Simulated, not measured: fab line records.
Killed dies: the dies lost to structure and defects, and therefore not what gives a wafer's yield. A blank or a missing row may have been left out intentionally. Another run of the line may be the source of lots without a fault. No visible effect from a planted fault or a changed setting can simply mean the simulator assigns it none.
Chamber matching ; flow n5_finfet ; N5_BEOL_M0_TRENCH_ETCH_107 on rie_diel-01: 4 sister chambers
The step etches SiOC in C4F6/O2, target depth 32.8 nm, time 16.4 s. 4 wafers are shown with their chamber, then 8 later ones without.

== WAFERS WITH THEIR CHAMBER ==
wafer;chamber;drypump_motor_current_A (A)
L080.6;2;6.01
L088.4;1;5.75
L088.6;0;6.09
L089.1;3;5.19

== WAFERS MISSING THEIR CHAMBER ==
wafer;drypump_motor_current_A (A)
L089.2;5.98
L089.3;5.77
L094.1;6.02
L094.2;6.09
L094.4;5.16
L093.1;6.09
L093.2;5.19
L093.5;5.18

== EACH ONE'S CHAMBER ==
wafer;from the rows above;in truth
L089.2;2;2
L089.3;1;1
L094.1;2;2
L094.2;0;0
L094.4;3;3
L093.1;0;0
L093.2;3;3
L093.5;3;3
Correct placement for 8 of the 8. From these rows, 0 cannot be placed. Wrongly placed: 0.
How it was worked out, from the rows above alone: a wafer's distance from a chamber is the root of the sum, over the readings, of the square of ((its reading less the chamber's mean) divided by the reading's scatter). The wafer belongs to the nearest chamber; if the next one is less than 2 further off, it can't be placed. The mean given for a chamber averages the wafers shown for that chamber. The scatter: root of mean squared gap, hidden wafer to nearest shown wafer, with one shown wafer a chamber.
